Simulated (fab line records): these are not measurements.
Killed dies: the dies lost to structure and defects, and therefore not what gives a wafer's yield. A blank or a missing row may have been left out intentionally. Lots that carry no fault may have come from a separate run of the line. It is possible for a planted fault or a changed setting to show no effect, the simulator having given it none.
Chamber matching || flow nand-harc || 4 sister chambers for NHARC_P_GATE_DESCUM_31 on rie-diel-04
The step chemistry O2, time 3 s. 16 wafers are shown with their chamber, then 8 later ones without.

## WAFERS, EACH WITH ITS CHAMBER
{"wafer": "L904.1", "chamber": 3, "showerhead-plenum-p-Torr (Torr)": 1.93, "drypump-motor-current-A (A)": 4.9, "oes-product-au (a.u.)": 1.000}
{"wafer": "L904.3", "chamber": 2, "showerhead-plenum-p-Torr (Torr)": 1.90, "drypump-motor-current-A (A)": 5.7, "oes-product-au (a.u.)": 1.002}
{"wafer": "L904.4", "chamber": 0, "showerhead-plenum-p-Torr (Torr)": 1.81, "drypump-motor-current-A (A)": 5.5, "oes-product-au (a.u.)": 0.990}
{"wafer": "L905.1", "chamber": 3, "showerhead-plenum-p-Torr (Torr)": 1.93, "drypump-motor-current-A (A)": 4.9, "oes-product-au (a.u.)": 0.997}
{"wafer": "L905.4", "chamber": 1, "showerhead-plenum-p-Torr (Torr)": 1.91, "drypump-motor-current-A (A)": 5.9, "oes-product-au (a.u.)": 0.989}
{"wafer": "L905.6", "chamber": 1, "showerhead-plenum-p-Torr (Torr)": 1.91, "drypump-motor-current-A (A)": 5.9, "oes-product-au (a.u.)": 0.989}
{"wafer": "L911.3", "chamber": 2, "showerhead-plenum-p-Torr (Torr)": 1.90, "drypump-motor-current-A (A)": 5.6, "oes-product-au (a.u.)": 1.009}
{"wafer": "L911.5", "chamber": 1, "showerhead-plenum-p-Torr (Torr)": 1.91, "drypump-motor-current-A (A)": 5.9, "oes-product-au (a.u.)": 0.997}
{"wafer": "L911.6", "chamber": 2, "showerhead-plenum-p-Torr (Torr)": 1.90, "drypump-motor-current-A (A)": 5.7, "oes-product-au (a.u.)": 1.005}
{"wafer": "L914.2", "chamber": 0, "showerhead-plenum-p-Torr (Torr)": 1.80, "drypump-motor-current-A (A)": 5.6, "oes-product-au (a.u.)": 1.001}
{"wafer": "L914.4", "chamber": 2, "showerhead-plenum-p-Torr (Torr)": 1.89, "drypump-motor-current-A (A)": 5.6, "oes-product-au (a.u.)": 1.013}
{"wafer": "L914.6", "chamber": 1, "showerhead-plenum-p-Torr (Torr)": 1.91, "drypump-motor-current-A (A)": 5.8, "oes-product-au (a.u.)": 1.004}
{"wafer": "L915.4", "chamber": 1, "showerhead-plenum-p-Torr (Torr)": 1.91, "drypump-motor-current-A (A)": 5.9, "oes-product-au (a.u.)": 0.997}
{"wafer": "L915.5", "chamber": 0, "showerhead-plenum-p-Torr (Torr)": 1.80, "drypump-motor-current-A (A)": 5.5, "oes-product-au (a.u.)": 1.009}
{"wafer": "L915.6", "chamber": 1, "showerhead-plenum-p-Torr (Torr)": 1.91, "drypump-motor-current-A (A)": 5.9, "oes-product-au (a.u.)": 1.007}
{"wafer": "L917.2", "chamber": 2, "showerhead-plenum-p-Torr (Torr)": 1.89, "drypump-motor-current-A (A)": 5.6, "oes-product-au (a.u.)": 1.000}

SIGNATURES (means of the wafers above)
{"reading": "showerhead-plenum-p-Torr", "chamber 0": 1.8033, "chamber 1": 1.9100, "chamber 2": 1.8960, "chamber 3": 1.9300, "scatter within a chamber": 0.00394}
{"reading": "drypump-motor-current-A", "chamber 0": 5.533, "chamber 1": 5.883, "chamber 2": 5.640, "chamber 3": 4.900, "scatter within a chamber": 0.0474}
{"reading": "oes-product-au", "chamber 0": 1.00000, "chamber 1": 0.99717, "chamber 2": 1.00580, "chamber 3": 0.99850, "scatter within a chamber": 0.00692}
Rule: distance of a wafer from a chamber = root of the sum over the readings of ((wafer's reading minus chamber's mean) / reading's scatter) squared. If the next closest chamber is less than 2 further off than the closest, the wafer can't be placed; otherwise it belongs to the closest. How the scatter is found: for the shown wafers, subtract from each reading the mean of its chamber, square and add these, divide the total by (wafers less chambers), then take the root.

## WAFERS WITHOUT THEIR CHAMBER
{"wafer": "L917.3", "showerhead-plenum-p-Torr (Torr)": 1.80, "drypump-motor-current-A (A)": 5.6, "oes-product-au (a.u.)": 0.997}
{"wafer": "L917.6", "showerhead-plenum-p-Torr (Torr)": 1.93, "drypump-motor-current-A (A)": 4.9, "oes-product-au (a.u.)": 1.001}
{"wafer": "L922.1", "showerhead-plenum-p-Torr (Torr)": 1.89, "drypump-motor-current-A (A)": 5.6, "oes-product-au (a.u.)": 1.003}
{"wafer": "L922.5", "showerhead-plenum-p-Torr (Torr)": 1.91, "drypump-motor-current-A (A)": 5.9, "oes-product-au (a.u.)": 0.997}
{"wafer": "L922.6", "showerhead-plenum-p-Torr (Torr)": 1.89, "drypump-motor-current-A (A)": 5.6, "oes-product-au (a.u.)": 1.010}
{"wafer": "L923.1", "showerhead-plenum-p-Torr (Torr)": 1.89, "drypump-motor-current-A (A)": 5.6, "oes-product-au (a.u.)": 1.012}
{"wafer": "L923.2", "showerhead-plenum-p-Torr (Torr)": 1.93, "drypump-motor-current-A (A)": 4.9, "oes-product-au (a.u.)": 0.991}
{"wafer": "L923.6", "showerhead-plenum-p-Torr (Torr)": 1.91, "drypump-motor-current-A (A)": 5.9, "oes-product-au (a.u.)": 1.002}

## WHICH CHAMBER EACH WENT THROUGH
{"wafer": "L917.3", "from the rows above": 0, "in truth": 0}
{"wafer": "L917.6", "from the rows above": 3, "in truth": 3}
{"wafer": "L922.1", "from the rows above": 2, "in truth": 2}
{"wafer": "L922.5", "from the rows above": 1, "in truth": 1}
{"wafer": "L922.6", "from the rows above": 2, "in truth": 2}
{"wafer": "L923.1", "from the rows above": 2, "in truth": 2}
{"wafer": "L923.2", "from the rows above": 3, "in truth": 3}
{"wafer": "L923.6", "from the rows above": 1, "in truth": 1}
Placed correctly: 8 of 8. From these rows, 0 cannot be placed. Wrongly placed: 0.
